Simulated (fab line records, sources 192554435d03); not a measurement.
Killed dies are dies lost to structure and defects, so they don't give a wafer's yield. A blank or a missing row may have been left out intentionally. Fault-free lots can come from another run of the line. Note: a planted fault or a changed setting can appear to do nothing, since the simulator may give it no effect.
What tool caused it? || flow n5Finfet || 12 lots, 36 wafers sampled, at 3 steps of a route of 1938

== WHAT THE GAUGES READ, wafer by wafer ==
N5_BEOL_M13_OVL_MEAS_29.
{"lot": "L075", "measured": "day 10 23:36", "on": "overlay-02", "M13_OVL (nm)": "6 -4 -2"}
{"lot": "L077", "measured": "day 11 07:22", "on": "overlay-02", "M13_OVL (nm)": "3 -6 7"}
{"lot": "L079", "measured": "day 11 23:31", "on": "overlay-01", "M13_OVL (nm)": "-12 -10 -6"}
{"lot": "L081", "measured": "day 12 02:10", "on": "overlay-01", "M13_OVL (nm)": "-10 -11 -8"}
{"lot": "L084", "measured": "day 12 19:58", "on": "overlay-01", "M13_OVL (nm)": "-11 -5 -7"}
{"lot": "L085", "measured": "day 13 00:43", "on": "overlay-02", "M13_OVL (nm)": "-12 -13 -8"}
{"lot": "L086", "measured": "day 14 02:40", "on": "overlay-02", "M13_OVL (nm)": "-7 -2 -5"}
{"lot": "L089", "measured": "day 14 13:39", "on": "overlay-02", "M13_OVL (nm)": "6 2 7"}
{"lot": "L090", "measured": "day 15 08:04", "on": "overlay-02", "M13_OVL (nm)": "4 -4 0"}
{"lot": "L092", "measured": "day 15 23:11", "on": "overlay-01", "M13_OVL (nm)": "-6 -7 -6"}
{"lot": "L096", "measured": "day 16 14:14", "on": "overlay-02", "M13_OVL (nm)": "-6 -9 -13"}
{"lot": "L095", "measured": "day 16 21:14", "on": "overlay-01", "M13_OVL (nm)": "-7 -1 -7"}

== TOOL THAT RAN EACH LOT (tool first, then ch and the chambers of the sampled wafers, then the start) ==
{"lot": "L075", "N5_BEOL_M12_ANNEAL_48": "rtpAnneal-01 ch 0, day 10 21:14", "N5_BEOL_M13_ETCH_59": "rieDiel-04 ch 1,2,3, day 10 22:30"}
{"lot": "L077", "N5_BEOL_M12_ANNEAL_48": "rtpAnneal-02 ch 0, day 11 04:33", "N5_BEOL_M13_ETCH_59": "rieDiel-03 ch 0,1,3, day 11 06:23"}
{"lot": "L079", "N5_BEOL_M12_ANNEAL_48": "rtpAnneal-01 ch 0, day 11 20:09", "N5_BEOL_M13_ETCH_59": "rieDiel-04 ch 0,1,3, day 11 22:38"}
{"lot": "L081", "N5_BEOL_M12_ANNEAL_48": "rtpAnneal-01 ch 0, day 11 23:43", "N5_BEOL_M13_ETCH_59": "rieDiel-03 ch 0,1,3, day 12 01:06"}
{"lot": "L084", "N5_BEOL_M12_ANNEAL_48": "rtpAnneal-02 ch 0, day 12 17:27", "N5_BEOL_M13_ETCH_59": "rieDiel-04 ch 0,3, day 12 18:59"}
{"lot": "L085", "N5_BEOL_M12_ANNEAL_48": "rtpAnneal-01 ch 0, day 12 22:04", "N5_BEOL_M13_ETCH_59": "rieDiel-01 ch 0,2, day 12 23:44"}
{"lot": "L086", "N5_BEOL_M12_ANNEAL_48": "rtpAnneal-02 ch 0, day 14 00:22", "N5_BEOL_M13_ETCH_59": "rieDiel-04 ch 1,2, day 14 01:49"}
{"lot": "L089", "N5_BEOL_M12_ANNEAL_48": "rtpAnneal-02 ch 0, day 14 11:12", "N5_BEOL_M13_ETCH_59": "rieDiel-04 ch 0,1,3, day 14 12:48"}
{"lot": "L090", "N5_BEOL_M12_ANNEAL_48": "rtpAnneal-02 ch 0, day 15 05:31", "N5_BEOL_M13_ETCH_59": "rieDiel-01 ch 0,1,2, day 15 07:13"}
{"lot": "L092", "N5_BEOL_M12_ANNEAL_48": "rtpAnneal-02 ch 0, day 15 20:50", "N5_BEOL_M13_ETCH_59": "rieDiel-03 ch 0,1,2, day 15 22:20"}
{"lot": "L096", "N5_BEOL_M12_ANNEAL_48": "rtpAnneal-02 ch 0, day 16 11:49", "N5_BEOL_M13_ETCH_59": "rieDiel-03 ch 0,2,3, day 16 13:23"}
{"lot": "L095", "N5_BEOL_M12_ANNEAL_48": "rtpAnneal-01 ch 0, day 16 19:01", "N5_BEOL_M13_ETCH_59": "rieDiel-01 ch 0,2,3, day 16 20:22"}
- N5_BEOL_M12_ANNEAL_48: time 90 s.
- N5_BEOL_M13_ETCH_59: etches BARC in N2/H2, target depth 89 nm, overetch 26.7 nm, time 67.9 s.

== THE ANSWER, worked out from the rows above alone ==
Rule: the lots themselves supply what counts as usual. The widest of any qualifying gaps counts: lots, ordered by their means at a reading, are off when they make up no more than a third of the lots, leave a main group of 4 or more, and stand apart from it by 3 or more times the standard deviation of that group's means. The tables above print the reading to a certain number of digits; a main group whose means all agree to those digits is not used. A lot without any number at a reading at which 4 lots or more have one is off too. Where the step has rows for the other lots, those lots are counted as sound.
No lot is off at any reading shown: from this, nothing can be told.

== WHAT WAS PUT IN BY THE SIMULATOR ==
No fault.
